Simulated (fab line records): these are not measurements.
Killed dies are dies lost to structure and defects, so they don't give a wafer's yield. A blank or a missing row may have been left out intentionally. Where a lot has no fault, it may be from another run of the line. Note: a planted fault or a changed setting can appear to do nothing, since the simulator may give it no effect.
Split-lot study    flow n5-finfet    route with 1938 steps; 7 lots, 39 wafers read

ON THE SPLIT
At N5_FIN_SAQP_ALD_61 (deposits SiO2, target thk 4 nm, pulse time 1 s, purge time 2 s), the setting ald-cycles was moved away from the recipe's 43 on 15 of the 39 wafers read, by +16.3% to +58.1%. The other wafers ran this setting at the recipe's value.

Reading taken at the split's own step.

THE READING
SiO2_of_FIN_SAQP_ALD_61.thk-nm (the simulator's own value, which no gauge read), in nm, at N5_FIN_SAQP_ALD_61 (deposits SiO2, target thk 4 nm, pulse time 1 s, purge time 2 s). The file does not state a usual value for it. Average 4.000 nm, standard deviation 0.019 nm, over the 24 wafers here run with the recipe.

wafer   tool, chamber at the split  ald-cycles as run  against the recipe  SiO2_of_FIN_SAQP_ALD_61.thk-nm, nm  against lot-mates on the recipe
L076.1  ald-sin-02, 1               43                 recipe              3.975                               -
L076.2  ald-sin-02, 2               50                 +16.3%              4.636                               +0.643
L076.3  ald-sin-02, 3               50                 +16.3%              4.643                               +0.650
L076.4  ald-sin-02, 0               43                 recipe              4.007                               -
L076.5  ald-sin-02, 3               43                 recipe              3.996                               -
L076.6  ald-sin-02, 0               50                 +16.3%              4.645                               +0.652
L077.1  ald-sin-03, 3               56                 +30.2%              5.258                               +1.242
L077.2  ald-sin-03, 2               43                 recipe              4.03                                -
L077.3  ald-sin-03, 1               43                 recipe              4.01                                -
L077.4  ald-sin-03, 0               56                 +30.2%              5.221                               +1.205
L077.5  ald-sin-03, 2               43                 recipe              4.007                               -
L077.6  ald-sin-03, 1               56                 +30.2%              5.213                               +1.197
L082.1  ald-sin-03, 0               43                 recipe              4.001                               -
L082.2  ald-sin-03, 3               51                 +18.6%              4.759                               +0.748
L082.3  ald-sin-03, 1               51                 +18.6%              4.742                               +0.731
L082.4  ald-sin-03, 2               51                 +18.6%              4.718                               +0.707
L082.5  ald-sin-03, 3               43                 recipe              4.039                               -
L082.6  ald-sin-03, 0               43                 recipe              3.993                               -
L091.1  ald-sin-03, 2               68                 +58.1%              6.331                               +2.309
L091.2  ald-sin-03, 1               68                 +58.1%              6.342                               +2.320
L091.3  ald-sin-03, 0               68                 +58.1%              6.359                               +2.337
L091.4  ald-sin-03, 3               43                 recipe              4.038                               -
L091.5  ald-sin-03, 1               43                 recipe              4.024                               -
L091.6  ald-sin-03, 2               43                 recipe              4.005                               -
L092.1  ald-sin-02, 2               43                 recipe              3.975                               -
L092.2  ald-sin-02, 1               43                 recipe              3.977                               -
L092.3  ald-sin-02, 0               43                 recipe              3.997                               -
L092.4  ald-sin-02, 3               43                 recipe              3.979                               -
L092.5  ald-sin-02, 2               43                 recipe              3.987                               -
L092.6  ald-sin-02, 1               43                 recipe              3.989                               -
L093.2  ald-sin-03, 0               43                 recipe              4.019                               -
L093.3  ald-sin-03, 2               43                 recipe              4.008                               -
L093.6  ald-sin-03, 0               43                 recipe              3.997                               -
L095.1  ald-sin-02, 3               50                 +16.3%              4.668                               +0.687
L095.2  ald-sin-02, 1               43                 recipe              3.976                               -
L095.3  ald-sin-02, 2               43                 recipe              3.985                               -
L095.4  ald-sin-02, 0               50                 +16.3%              4.653                               +0.672
L095.5  ald-sin-02, 0               43                 recipe              3.983                               -
L095.6  ald-sin-02, 3               50                 +16.3%              4.635                               +0.654

FIT RESULTS
A straight line over all 39 wafers: SiO2_of_FIN_SAQP_ALD_61.thk-nm changes by +0.0403 nm for each +1% of ald-cycles; r = +1.00; the points scatter about the line by 0.019 nm.
The same after taking each lot's own level away (the mean of its wafers on the recipe; 39 wafers): +0.04 nm for each +1%; r = +1.00; scatter 0.015 nm.
According to that fit, moving ald-cycles by its largest amount changes the reading by 2.3 nm.
Measured against the standard deviation above, the lots' own levels, which go from 3.9813 to 4.0223 nm, span 2.1 times it.
So the lot-to-lot level changes the slope little: the two slopes agree.
Check: for one of the wafers moved furthest among these (+58.1%), held out of the fit, the line's prediction against its lot-mates is +2.33 nm. It came out at +2.31 nm against them.

THE FILE'S OWN FIT
SiO2_of_FIN_SAQP_ALD_61.thk-nm changes by +0.04 nm for each +1% of ald-cycles, r = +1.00.
